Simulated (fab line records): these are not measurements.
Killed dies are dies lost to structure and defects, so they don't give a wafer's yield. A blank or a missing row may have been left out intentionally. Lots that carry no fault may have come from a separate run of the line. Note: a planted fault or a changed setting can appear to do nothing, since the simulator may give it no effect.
fab line records :: flow n5Finfet :: part 2 of 2: steps 23 to 30 of 30
record:
  lots: 5
  wafers: 15
  lastDay: 16
route steps=1938 shown BEOL_M13@1674
lots that met no fault: from a run of the same line without faults
startH: start of the lot's first displayed wafer, in hours after the record's first day :: waitH: time in hours since the lot's previous step :: " identical to the entry in the row above :: L1.1+2: a row that stands for several wafers :: - no value present, or no start provided :: * or withheld: withheld :: < > ~ a bound
route shown NAME@n: a module of which the file shows steps, and the number in the route of the first :: usual: average and standard deviation across the fault-free wafers :: same: alike in all rows :: chamber/n: place in a boat :: sites: each site's reading :: _std_site: their standard deviation :: _edge_site: outer sites' mean less inner sites' :: radiusMm: for every site, how far away it sits from the centre of the wafer :: mask NAME#n: copy n :: behind: the tool/chamber that last shaped the wafer :: hold: why the lot was held/for how many hours/how that ended :: device: transistor that didn't switch, given as n, p or np :: end of line: tests of these same wafers at the route's end :: where a step has no rows: the recipe by itself :: killed: at the first sort, the dies lost to defects and structure; wafer yield is something else :: map: shows each die of a wafer: x if killed, . if not, _ if none is there
set.NAME: the setting that was run; set.NAME@STEP: the one run at that earlier step :: model.NAME: the simulator's own value behind a step, which no gauge read
a table for each step, a row for each wafer; lots at some steps of the route
services: the hour from which a tool's chamber was out of use, counted from the record's first day as startH (under 0 if before that day), plus the number of hours and why
== steps ==
step: N5_BEOL_M13_TRENCH_ETCH_34
recipe:
  chemistry: C4F8/O2/Ar
  target: SiOC
  targetDepthA: 4134.7
  maskMaterial: SOC
  pressureMtorr: 30
  sourceW: 3000
  biasW: 700
  Ar_flow_sccm: 400
  C4F8_flow_sccm: 15
  O2_flow_sccm: 8
  heInnerTorr: 15
  heOuterTorr: 30
  timeS: 162.6
  ionEnergyEv: 250
usual:
  C4F8_flow_sccm: 15.00/0.051
  biasW: 700.2/2.2
  drypumpMotorCurrentA: 5.6/0.46
  oesProductAu: 0.81/0.08
  rfVppV: 666/3.4
  showerheadPlenumPTorr: 3.43/0.13
  throttleValvePct: 24.14/0.26
same:
  timeS: 162.6
lot.wafer: L076.1
tool: rieDiel-03
chamber: 1
startH: 261.59
waitH: 0.0
C4F8_flow_sccm: 14.94
biasW: 700.5
drypumpMotorCurrentA: 4.9
oesProductAu: 0.91
rfHoursCounterH: 30
rfVppV: 667
showerheadPlenumPTorr: 3.48
throttleValvePct: 24.16

lot.wafer: L076.2
tool: rieDiel-03
chamber: 2
startH: 261.59
waitH: 0.0
C4F8_flow_sccm: 15.05
biasW: 696.4
drypumpMotorCurrentA: 6.0
oesProductAu: 0.70
rfHoursCounterH: 243
rfVppV: 659
showerheadPlenumPTorr: 3.25
throttleValvePct: 24.24

lot.wafer: L076.5
tool: rieDiel-03
chamber: 2
startH: 261.59
waitH: 0.0
C4F8_flow_sccm: 15.04
biasW: 698.0
drypumpMotorCurrentA: 6.0
oesProductAu: 0.68
rfHoursCounterH: -
rfVppV: 660
showerheadPlenumPTorr: 3.25
throttleValvePct: 24.24

lot.wafer: L080.1
tool: rieDiel-05
chamber: 2
startH: 286.45
waitH: 0.0
C4F8_flow_sccm: 15.01
biasW: 699.0
drypumpMotorCurrentA: 5.8
oesProductAu: 0.73
rfHoursCounterH: 167
rfVppV: 666
showerheadPlenumPTorr: 3.41
throttleValvePct: 24.39

lot.wafer: L080.2
tool: rieDiel-05
chamber: 0
startH: 286.45
waitH: 0.0
C4F8_flow_sccm: 14.95
biasW: 697.3
drypumpMotorCurrentA: 6.1
oesProductAu: 0.87
rfHoursCounterH: 57
rfVppV: 662
showerheadPlenumPTorr: 3.35
throttleValvePct: 23.86

lot.wafer: L080.3
tool: rieDiel-05
chamber: 1
startH: 286.45
waitH: 0.0
C4F8_flow_sccm: 14.99
biasW: 702.5
drypumpMotorCurrentA: 5.5
oesProductAu: 0.73
rfHoursCounterH: 192
rfVppV: 660
showerheadPlenumPTorr: 3.23
throttleValvePct: 23.77

lot.wafer: L081.1
tool: rieDiel-05
chamber: 2
startH: 287.85
waitH: 0.0
C4F8_flow_sccm: 15.01
biasW: 700.9
drypumpMotorCurrentA: 5.8
oesProductAu: 0.73
rfHoursCounterH: 168
rfVppV: 666
showerheadPlenumPTorr: 3.41
throttleValvePct: 24.40

lot.wafer: L081.5
tool: rieDiel-05
chamber: 1
startH: 287.85
waitH: 0.0
C4F8_flow_sccm: 15.05
biasW: 698.4
drypumpMotorCurrentA: 5.5
oesProductAu: 0.72
rfHoursCounterH: -
rfVppV: 661
showerheadPlenumPTorr: 3.23
throttleValvePct: 23.77

lot.wafer: L081.6
tool: rieDiel-05
chamber: 2
startH: 287.85
waitH: 0.0
C4F8_flow_sccm: 14.96
biasW: 703.4
drypumpMotorCurrentA: 5.8
oesProductAu: 0.72
rfHoursCounterH: -
rfVppV: 665
showerheadPlenumPTorr: 3.41
throttleValvePct: 24.39

lot.wafer: L086.1
tool: rieDiel-04
chamber: 3
startH: 333.30
waitH: 0.0
C4F8_flow_sccm: 15.05
biasW: 698.9
drypumpMotorCurrentA: 5.4
oesProductAu: 0.80
rfHoursCounterH: 82
rfVppV: 669
showerheadPlenumPTorr: 3.61
throttleValvePct: 23.80

lot.wafer: L086.4
tool: rieDiel-04
chamber: 1
startH: 333.30
waitH: 0.0
C4F8_flow_sccm: 14.95
biasW: 698.8
drypumpMotorCurrentA: 5.0
oesProductAu: 0.88
rfHoursCounterH: 26
rfVppV: 663
showerheadPlenumPTorr: 3.34
throttleValvePct: 23.99

lot.wafer: L086.5
tool: rieDiel-04
chamber: 1
startH: 333.30
waitH: 0.0
C4F8_flow_sccm: 14.93
biasW: 698.4
drypumpMotorCurrentA: 5.0
oesProductAu: 0.88
rfHoursCounterH: -
rfVppV: 664
showerheadPlenumPTorr: 3.34
throttleValvePct: 23.99

lot.wafer: L091.2
tool: rieDiel-04
chamber: 1
startH: 351.15
waitH: 0.0
C4F8_flow_sccm: 14.95
biasW: 699.8
drypumpMotorCurrentA: 5.0
oesProductAu: 0.87
rfHoursCounterH: 33
rfVppV: 663
showerheadPlenumPTorr: 3.34
throttleValvePct: 23.98

lot.wafer: L091.3
tool: rieDiel-04
chamber: 3
startH: 351.15
waitH: 0.0
C4F8_flow_sccm: 15.01
biasW: 702.2
drypumpMotorCurrentA: 5.4
oesProductAu: 0.79
rfHoursCounterH: 88
rfVppV: 671
showerheadPlenumPTorr: 3.61
throttleValvePct: 23.84

lot.wafer: L091.6
tool: rieDiel-04
chamber: 1
startH: 351.15
waitH: 0.0
C4F8_flow_sccm: 14.93
biasW: 699.7
drypumpMotorCurrentA: 5.0
oesProductAu: 0.87
rfHoursCounterH: -
rfVppV: 664
showerheadPlenumPTorr: 3.34
throttleValvePct: 23.98
step: N5_BEOL_M13_STRIP_70
recipe:
  chemistry: C4F8/O2/Ar
  resist: SiARC
  rfFrequencyHz: 6e+07
lot.wafer: L076.1+2+5
tool: rieDiel-03
chamber: 1,2,2
startH: 261.72
waitH: 0.1

lot.wafer: L080.1+2+3
tool: rieDiel-05
chamber: 2,0,1
startH: 286.59
waitH: 0.1

lot.wafer: L081.1+5+6
tool: rieDiel-05
chamber: 2,1,2
startH: 287.99
waitH: 0.1

lot.wafer: L086.1+4+5
tool: rieDiel-04
chamber: 3,1,1
startH: 333.44
waitH: 0.1

lot.wafer: L091.2+3+6
tool: rieDiel-04
chamber: 1,3,1
startH: 351.28
waitH: 0.1
step: N5_BEOL_M13_OCD_MEAS_35
usual:
  trenchDepthNm: 414/6.2
lot.wafer: L076.1
tool: ocd-01
chamber: -
startH: 261.76
waitH: 0.0
trenchDepthNm: 426

lot.wafer: L076.2
tool: ocd-01
chamber: -
startH: 261.76
waitH: 0.0
trenchDepthNm: 413

lot.wafer: L076.5
tool: ocd-01
chamber: -
startH: 261.76
waitH: 0.0
trenchDepthNm: 409

lot.wafer: L080.1
tool: ocd-01
chamber: -
startH: 286.63
waitH: 0.0
trenchDepthNm: 412

lot.wafer: L080.2
tool: ocd-01
chamber: -
startH: 286.63
waitH: 0.0
trenchDepthNm: 413

lot.wafer: L080.3
tool: ocd-01
chamber: -
startH: 286.63
waitH: 0.0
trenchDepthNm: 419

lot.wafer: L081.1
tool: ocd-02
chamber: -
startH: 288.03
waitH: 0.0
trenchDepthNm: 411

lot.wafer: L081.5
tool: ocd-02
chamber: -
startH: 288.03
waitH: 0.0
trenchDepthNm: 416

lot.wafer: L081.6
tool: ocd-02
chamber: -
startH: 288.03
waitH: 0.0
trenchDepthNm: 415

lot.wafer: L086.1
tool: ocd-01
chamber: -
startH: 333.48
waitH: 0.0
trenchDepthNm: 413

lot.wafer: L086.4
tool: ocd-01
chamber: -
startH: 333.48
waitH: 0.0
trenchDepthNm: 425

lot.wafer: L086.5
tool: ocd-01
chamber: -
startH: 333.48
waitH: 0.0
trenchDepthNm: 426

lot.wafer: L091.2
tool: ocd-02
chamber: -
startH: 351.32
waitH: 0.0
trenchDepthNm: 420

lot.wafer: L091.3
tool: ocd-02
chamber: -
startH: 351.32
waitH: 0.0
trenchDepthNm: 416

lot.wafer: L091.6
tool: ocd-02
chamber: -
startH: 351.32
waitH: 0.0
trenchDepthNm: 422
step: N5_BEOL_M13_STRIP_37
recipe:
  chemistry: N2/H2
  powerW: 1000
  tempC: 250
  h2Frac: 0.65
  overashFraction: 0.3
  pressureMtorr: withheld
  n2FlowSccm: 1750
  h2FlowSccm: 3250
usual:
  drypumpMotorCurrentA: 5.6/0.45
  heaterPowerW: 358/41
  n2FlowSccm: 1749/5.2
  oesProductAu: 0.783/0.011
lot.wafer: L076.1
tool: plasmaAsher-01
chamber: 1
startH: 261.80
waitH: 0.0
drypumpMotorCurrentA: 4.9
heaterPowerW: 352
n2FlowSccm: 1752
oesProductAu: 0.793
rfHoursCounterH: 72

lot.wafer: L076.2
tool: plasmaAsher-01
chamber: 0
startH: 261.80
waitH: 0.0
drypumpMotorCurrentA: 6.1
heaterPowerW: 329
n2FlowSccm: 1751
oesProductAu: 0.795
rfHoursCounterH: 72

lot.wafer: L076.5
tool: plasmaAsher-01
chamber: 1
startH: 261.80
waitH: 0.0
drypumpMotorCurrentA: 4.9
heaterPowerW: 362
n2FlowSccm: 1753
oesProductAu: 0.772
rfHoursCounterH: -

lot.wafer: L080.1
tool: plasmaAsher-01
chamber: 0
startH: 286.67
waitH: 0.0
drypumpMotorCurrentA: 6.1
heaterPowerW: 330
n2FlowSccm: 1742
oesProductAu: 0.777
rfHoursCounterH: 77

lot.wafer: L080.2
tool: plasmaAsher-01
chamber: 1
startH: 286.67
waitH: 0.0
drypumpMotorCurrentA: 4.9
heaterPowerW: 355
n2FlowSccm: 1754
oesProductAu: 0.784
rfHoursCounterH: 77

lot.wafer: L080.3
tool: plasmaAsher-01
chamber: 1
startH: 286.67
waitH: 0.0
drypumpMotorCurrentA: 4.9
heaterPowerW: 344
n2FlowSccm: 1745
oesProductAu: 0.783
rfHoursCounterH: -

lot.wafer: L081.1
tool: plasmaAsher-01
chamber: 1
startH: 288.07
waitH: 0.0
drypumpMotorCurrentA: 4.9
heaterPowerW: 344
n2FlowSccm: 1744
oesProductAu: 0.788
rfHoursCounterH: 77

lot.wafer: L081.5
tool: plasmaAsher-01
chamber: 0
startH: 288.07
waitH: 0.0
drypumpMotorCurrentA: 6.0
heaterPowerW: 320
n2FlowSccm: 1755
oesProductAu: 0.797
rfHoursCounterH: -

lot.wafer: L081.6
tool: plasmaAsher-01
chamber: 1
startH: 288.07
waitH: 0.0
drypumpMotorCurrentA: 4.9
heaterPowerW: 349
n2FlowSccm: 1754
oesProductAu: 0.779
rfHoursCounterH: -

lot.wafer: L086.1
tool: plasmaAsher-02
chamber: 1
startH: 333.52
waitH: 0.0
drypumpMotorCurrentA: 5.4
heaterPowerW: 424
n2FlowSccm: 1748
oesProductAu: 0.790
rfHoursCounterH: 145

lot.wafer: L086.4
tool: plasmaAsher-02
chamber: 1
startH: 333.52
waitH: 0.0
drypumpMotorCurrentA: 5.4
heaterPowerW: 421
n2FlowSccm: 1749
oesProductAu: 0.790
rfHoursCounterH: -

lot.wafer: L086.5
tool: plasmaAsher-02
chamber: 1
startH: 333.52
waitH: 0.0
drypumpMotorCurrentA: 5.4
heaterPowerW: 421
n2FlowSccm: 1746
oesProductAu: 0.791
rfHoursCounterH: -

lot.wafer: L091.2
tool: plasmaAsher-01
chamber: 1
startH: 351.36
waitH: 0.0
drypumpMotorCurrentA: 4.9
heaterPowerW: 348
n2FlowSccm: 1742
oesProductAu: 0.773
rfHoursCounterH: 90

lot.wafer: L091.3
tool: plasmaAsher-01
chamber: 1
startH: 351.36
waitH: 0.0
drypumpMotorCurrentA: 4.9
heaterPowerW: 350
n2FlowSccm: 1745
oesProductAu: 0.801
rfHoursCounterH: -

lot.wafer: L091.6
tool: plasmaAsher-01
chamber: 1
startH: 351.36
waitH: 0.0
drypumpMotorCurrentA: 4.9
heaterPowerW: 347
n2FlowSccm: 1742
oesProductAu: 0.775
rfHoursCounterH: -
step: N5_BEOL_M13_ETCH_38
recipe:
  chemistry: CF4/N2
  target: SiCN
  targetDepthA: 675
  taperDeg: 2
  timeS: 71.9
  ionEnergyEv: 150
  maskMaterial: SiO2
  pressureMtorr: 40
  sourceW: 430
  biasW: 70
  Ar_flow_sccm: 100
  cf4FlowSccm: 60
  n2FlowSccm: 60
usual:
  biasW: 70.02/0.2
  drypumpMotorCurrentA: 5.6/0.45
  n2FlowSccm: 60.01/0.17
  oesProductAu: 0.81/0.075
  rfVppV: 382.5/2.1
  showerheadPlenumPTorr: 2.21/0.085
  throttleValvePct: 15.35/0.27
same:
  timeS: 71.9
lot.wafer: L076.1
tool: rieDiel-04
chamber: 2
startH: 271.50
waitH: -
biasW: 70.17
drypumpMotorCurrentA: 5.0
n2FlowSccm: 59.92
oesProductAu: 0.73
rfHoursCounterH: 201
rfVppV: 379.6
showerheadPlenumPTorr: 2.10
throttleValvePct: 15.47

lot.wafer: L076.2
tool: rieDiel-04
chamber: 3
startH: 271.50
waitH: -
biasW: 70.13
drypumpMotorCurrentA: 5.4
n2FlowSccm: 60.34
oesProductAu: 0.82
rfHoursCounterH: 61
rfVppV: 385.4
showerheadPlenumPTorr: 2.34
throttleValvePct: 15.01

lot.wafer: L076.5
tool: rieDiel-04
chamber: 0
startH: 271.50
waitH: -
biasW: 69.80
drypumpMotorCurrentA: 6.3
n2FlowSccm: 59.81
oesProductAu: 0.83
rfHoursCounterH: -
rfVppV: 380.7
showerheadPlenumPTorr: 2.14
throttleValvePct: 15.56

lot.wafer: L080.1
tool: rieDiel-04
chamber: 2
startH: 289.06
waitH: -
biasW: 69.57
drypumpMotorCurrentA: 5.0
n2FlowSccm: 60.12
oesProductAu: 0.73
rfHoursCounterH: 207
rfVppV: 380.0
showerheadPlenumPTorr: 2.10
throttleValvePct: 15.49

lot.wafer: L080.2
tool: rieDiel-04
chamber: 1
startH: 289.06
waitH: -
biasW: 70.27
drypumpMotorCurrentA: 5.0
n2FlowSccm: 60.02
oesProductAu: 0.91
rfHoursCounterH: 12
rfVppV: 380.3
showerheadPlenumPTorr: 2.16
throttleValvePct: 15.12

lot.wafer: L080.3
tool: rieDiel-04
chamber: 0
startH: 289.06
waitH: -
biasW: 70.15
drypumpMotorCurrentA: 6.2
n2FlowSccm: 59.94
oesProductAu: 0.84
rfHoursCounterH: 78
rfVppV: 381.4
showerheadPlenumPTorr: 2.14
throttleValvePct: 15.56

lot.wafer: L081.1
tool: rieDiel-04
chamber: 3
startH: 289.31
waitH: -
biasW: 69.97
drypumpMotorCurrentA: 5.4
n2FlowSccm: 59.93
oesProductAu: 0.81
rfHoursCounterH: 67
rfVppV: 383.3
showerheadPlenumPTorr: 2.34
throttleValvePct: 15.06

lot.wafer: L081.5
tool: rieDiel-04
chamber: 2
startH: 289.31
waitH: -
biasW: 70.35
drypumpMotorCurrentA: 5.0
n2FlowSccm: 60.16
oesProductAu: 0.73
rfHoursCounterH: -
rfVppV: 379.3
showerheadPlenumPTorr: 2.10
throttleValvePct: 15.50

lot.wafer: L081.6
tool: rieDiel-04
chamber: 1
startH: 289.31
waitH: -
biasW: 69.91
drypumpMotorCurrentA: 5.1
n2FlowSccm: 60.19
oesProductAu: 0.91
rfHoursCounterH: -
rfVppV: 380.8
showerheadPlenumPTorr: 2.16
throttleValvePct: 15.13

lot.wafer: L086.1
tool: rieDiel-04
chamber: 1
startH: 336.81
waitH: -
biasW: 69.82
drypumpMotorCurrentA: 5.0
n2FlowSccm: 59.93
oesProductAu: 0.87
rfHoursCounterH: 28
rfVppV: 382.1
showerheadPlenumPTorr: 2.15
throttleValvePct: 15.17

lot.wafer: L086.4
tool: rieDiel-04
chamber: 3
startH: 336.81
waitH: -
biasW: 69.61
drypumpMotorCurrentA: 5.4
n2FlowSccm: 59.92
oesProductAu: 0.79
rfHoursCounterH: -
rfVppV: 383.9
showerheadPlenumPTorr: 2.34
throttleValvePct: 15.06

lot.wafer: L086.5
tool: rieDiel-04
chamber: 0
startH: 336.81
waitH: -
biasW: 70.09
drypumpMotorCurrentA: 6.3
n2FlowSccm: 60.08
oesProductAu: 0.81
rfHoursCounterH: -
rfVppV: 380.9
showerheadPlenumPTorr: 2.13
throttleValvePct: 15.59

lot.wafer: L091.2
tool: rieDiel-05
chamber: 3
startH: 354.21
waitH: -
biasW: 69.87
drypumpMotorCurrentA: 5.4
n2FlowSccm: 60.19
oesProductAu: 0.78
rfHoursCounterH: 125
rfVppV: 383.4
showerheadPlenumPTorr: 2.20
throttleValvePct: 15.53

lot.wafer: L091.3
tool: rieDiel-05
chamber: 2
startH: 354.21
waitH: -
biasW: 69.71
drypumpMotorCurrentA: 5.8
n2FlowSccm: 59.89
oesProductAu: 0.71
rfHoursCounterH: 191
rfVppV: 383.3
showerheadPlenumPTorr: 2.19
throttleValvePct: 15.68

lot.wafer: L091.6
tool: rieDiel-05
chamber: 0
startH: 354.21
waitH: -
biasW: 70.00
drypumpMotorCurrentA: 6.1
n2FlowSccm: 59.91
oesProductAu: 0.84
rfHoursCounterH: -
rfVppV: 379.7
showerheadPlenumPTorr: 2.15
throttleValvePct: 15.07
step: N5_BEOL_M13_PRECLEAN_39
recipe:
  chemistry: residueRemover
  timeS: 60
  tempC: 40
same:
  timeS: 60
lot.wafer: L076.1+2+5
tool: wetBench-02
chamber: 7,5,2
startH: 271.63
waitH: 0.1

lot.wafer: L080.1+2+3
tool: wetBench-06
chamber: 6,1,7
startH: 289.20
waitH: 0.1

lot.wafer: L081.1+5+6
tool: wetBench-05
chamber: 7,4,1
startH: 289.44
waitH: 0.1

lot.wafer: L086.1+4+5
tool: wetBench-05
chamber: 6,0,4
startH: 336.94
waitH: 0.1

lot.wafer: L091.2+3+6
tool: wetBench-06
chamber: 3,0,1
startH: 354.34
waitH: 0.1
step: N5_BEOL_M13_SRD_40
recipe:
  timeS: 30
  tempC: 23
  rinseLiquid: diw
  dry: n2Spin
  spinRpm: 1500
  dryTimeS: 30
usual:
  doSupplyPpb: 10.00/0.1
same:
  timeS: 30
lot.wafer: L076.1
tool: wetBench-02
chamber: 7
startH: 271.65
waitH: 0.0
doSupplyPpb: 9.95

lot.wafer: L076.2
tool: wetBench-02
chamber: 5
startH: 271.65
waitH: 0.0
doSupplyPpb: 10.11

lot.wafer: L076.5
tool: wetBench-02
chamber: 2
startH: 271.65
waitH: 0.0
doSupplyPpb: 10.01

lot.wafer: L080.1
tool: wetBench-06
chamber: 6
startH: 289.22
waitH: 0.0
doSupplyPpb: 9.96

lot.wafer: L080.2
tool: wetBench-06
chamber: 1
startH: 289.22
waitH: 0.0
doSupplyPpb: 10.01

lot.wafer: L080.3
tool: wetBench-06
chamber: 7
startH: 289.22
waitH: 0.0
doSupplyPpb: 10.09

lot.wafer: L081.1
tool: wetBench-05
chamber: 7
startH: 289.46
waitH: 0.0
doSupplyPpb: 9.97

lot.wafer: L081.5
tool: wetBench-05
chamber: 4
startH: 289.46
waitH: 0.0
doSupplyPpb: 10.13

lot.wafer: L081.6
tool: wetBench-05
chamber: 1
startH: 289.46
waitH: 0.0
doSupplyPpb: 10.04

lot.wafer: L086.1
tool: wetBench-05
chamber: 6
startH: 336.96
waitH: 0.0
doSupplyPpb: 10.11

lot.wafer: L086.4
tool: wetBench-05
chamber: 0
startH: 336.96
waitH: 0.0
doSupplyPpb: 9.94

lot.wafer: L086.5
tool: wetBench-05
chamber: 4
startH: 336.96
waitH: 0.0
doSupplyPpb: 9.86

lot.wafer: L091.2
tool: wetBench-06
chamber: 3
startH: 354.36
waitH: 0.0
doSupplyPpb: 10.19

lot.wafer: L091.3
tool: wetBench-06
chamber: 0
startH: 354.36
waitH: 0.0
doSupplyPpb: 9.97

lot.wafer: L091.6
tool: wetBench-06
chamber: 1
startH: 354.36
waitH: 0.0
doSupplyPpb: 9.79
step: N5_BEOL_M13_DEGAS_41
recipe:
  ambient: vacuum
  tempC: 250
  timeS: 60
usual:
  heaterPowerW: 319/27
same:
  timeS: 60
lot.wafer: L076.1
tool: pvdSputter-03
chamber: -
startH: 272.59
waitH: 0.9
heaterPowerW: 272

lot.wafer: L076.2
tool: pvdSputter-03
chamber: -
startH: 272.59
waitH: 0.9
heaterPowerW: 303

lot.wafer: L076.5
tool: pvdSputter-03
chamber: -
startH: 272.59
waitH: 0.9
heaterPowerW: 305

lot.wafer: L080.1
tool: pvdSputter-02
chamber: -
startH: 289.44
waitH: 0.2
heaterPowerW: 337

lot.wafer: L080.2
tool: pvdSputter-02
chamber: -
startH: 289.44
waitH: 0.2
heaterPowerW: 314

lot.wafer: L080.3
tool: pvdSputter-02
chamber: -
startH: 289.44
waitH: 0.2
heaterPowerW: 339

lot.wafer: L081.1
tool: pvdSputter-02
chamber: -
startH: 289.88
waitH: 0.4
heaterPowerW: 336

lot.wafer: L081.5
tool: pvdSputter-02
chamber: -
startH: 289.88
waitH: 0.4
heaterPowerW: 334

lot.wafer: L081.6
tool: pvdSputter-02
chamber: -
startH: 289.88
waitH: 0.4
heaterPowerW: 315

lot.wafer: L086.1
tool: pvdSputter-01
chamber: -
startH: 337.55
waitH: 0.6
heaterPowerW: 339

lot.wafer: L086.4
tool: pvdSputter-01
chamber: -
startH: 337.55
waitH: 0.6
heaterPowerW: 345

lot.wafer: L086.5
tool: pvdSputter-01
chamber: -
startH: 337.55
waitH: 0.6
heaterPowerW: 344

lot.wafer: L091.2
tool: pvdSputter-03
chamber: -
startH: 356.65
waitH: 2.3
heaterPowerW: 296

lot.wafer: L091.3
tool: pvdSputter-03
chamber: -
startH: 356.65
waitH: 2.3
heaterPowerW: 304

lot.wafer: L091.6
tool: pvdSputter-03
chamber: -
startH: 356.65
waitH: 2.3
heaterPowerW: 306
== services ==
tool: krfScanner-01
chamber: -
startH: 236.76
hours: 1.3
kind: pm

tool: krfScanner-02
chamber: -
startH: 240.63
hours: 1.0
kind: pm

tool: rieDiel-05
chamber: -
startH: 243.98
hours: 0.4
kind: repair

tool: rieDiel-05
chamber: 1
startH: 248.26
hours: 8.4
kind: repair

tool: rieDiel-05
chamber: -
startH: 265.91
hours: 4.3
kind: pm

tool: krfScanner-02
chamber: -
startH: 281.41
hours: 0.8
kind: pm

tool: rieDiel-05
chamber: -
startH: 283.06
hours: 1.3
kind: repair

tool: rieDiel-03
chamber: 2
startH: 284.87
hours: -
kind: clean

tool: rieDiel-03
chamber: 2
startH: 284.87
hours: -
kind: consumableReplace:focusRing

tool: rieDiel-03
chamber: 2
startH: 284.87
hours: -
kind: consumableReplace:showerhead

tool: rieDiel-03
chamber: 2
startH: 284.87
hours: 22.5
kind: scheduledDown

tool: rieDiel-03
chamber: 2
startH: 284.87
hours: 22.5
kind: ventCycle

tool: krfScanner-01
chamber: -
startH: 304.61
hours: 4.0
kind: pm

tool: rieDiel-04
chamber: 2
startH: 310.40
hours: 11.5
kind: repair

tool: krfScanner-02
chamber: 0
startH: 313.12
hours: -
kind: calibration

tool: krfScanner-01
chamber: -
startH: 321.71
hours: 0.6
kind: repair

tool: krfScanner-02
chamber: -
startH: 334.23
hours: 3.6
kind: pm
